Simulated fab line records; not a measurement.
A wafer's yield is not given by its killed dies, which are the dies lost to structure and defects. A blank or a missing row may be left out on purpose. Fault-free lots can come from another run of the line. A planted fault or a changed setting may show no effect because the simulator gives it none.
Matching of chambers | flow n5Finfet | N5_BEOL_M10_DESCUM_33 on rieDiel-06 has 4 sister chambers
The step chemistry O2, time 7.9 s. 16 wafers are shown with their chamber, then 8 later ones without.

== WAFERS WITH THEIR CHAMBER ==
wafer  | chamber | throttleValvePct (%) | showerheadPlenumPTorr (Torr) | drypumpMotorCurrentA (A)
L077.2 | 0       | 20.56                | 2.01                         | 6.5
L077.5 | 1       | 19.93                | 2.02                         | 5.4
L077.6 | 3       | 20.52                | 2.02                         | 5.6
L078.3 | 3       | 20.52                | 2.02                         | 5.5
L078.4 | 0       | 20.56                | 2.01                         | 6.5
L078.6 | 2       | 20.31                | 2.14                         | 5.4
L081.1 | 3       | 20.52                | 2.02                         | 5.5
L081.4 | 1       | 19.93                | 2.02                         | 5.5
L081.5 | 3       | 20.55                | 2.02                         | 5.5
L087.1 | 0       | 20.59                | 2.01                         | 6.5
L087.3 | 2       | 20.35                | 2.14                         | 5.4
L087.6 | 0       | 20.58                | 2.01                         | 6.5
L091.1 | 1       | 19.95                | 2.01                         | 5.4
L091.2 | 0       | 20.61                | 2.00                         | 6.5
L091.3 | 2       | 20.34                | 2.13                         | 5.4
L093.1 | 2       | 20.37                | 2.13                         | 5.3

SIGNATURES, as means of the wafers listed above
reading               | chamber 0 | chamber 1 | chamber 2 | chamber 3 | scatter within a chamber
throttleValvePct      | 20.5800   | 19.9367   | 20.3425   | 20.5275   | 0.0196
showerheadPlenumPTorr | 2.0080    | 2.0167    | 2.1350    | 2.0200    | 0.00453
drypumpMotorCurrentA  | 6.500     | 5.433     | 5.375     | 5.525     | 0.0425
Rule: distance of a wafer from a chamber = root of the sum over the readings of ((wafer's reading minus chamber's mean) / reading's scatter) squared. If the next closest chamber is less than 2 further off than the closest, the wafer can't be placed; otherwise it belongs to the closest. How the scatter is found: for the shown wafers, subtract from each reading the mean of its chamber, square and add these, divide the total by (wafers less chambers), then take the root.

== WAFERS WITH NO CHAMBER GIVEN ==
wafer  | throttleValvePct (%) | showerheadPlenumPTorr (Torr) | drypumpMotorCurrentA (A)
L093.2 | 20.60                | 2.00                         | 6.5
L093.4 | 20.57                | 2.01                         | 5.5
L095.3 | 20.62                | 2.00                         | 6.5
L095.5 | 20.38                | 2.13                         | 5.3
L095.6 | 20.59                | 2.01                         | 5.5
L097.2 | 20.62                | 2.00                         | 6.5
L097.3 | 20.60                | 2.01                         | 5.5
L097.5 | 20.59                | 2.01                         | 5.5

== CHAMBER TAKEN BY EACH ==
wafer  | from the rows above | in truth
L093.2 | 0                   | 0
L093.4 | 3                   | 3
L095.3 | 0                   | 0
L095.5 | 2                   | 2
L095.6 | 3                   | 3
L097.2 | 0                   | 0
L097.3 | 3                   | 3
L097.5 | 3                   | 3
Placed correctly: 8 of 8. Left unplaced by these rows: 0. Wrongly placed: 0.
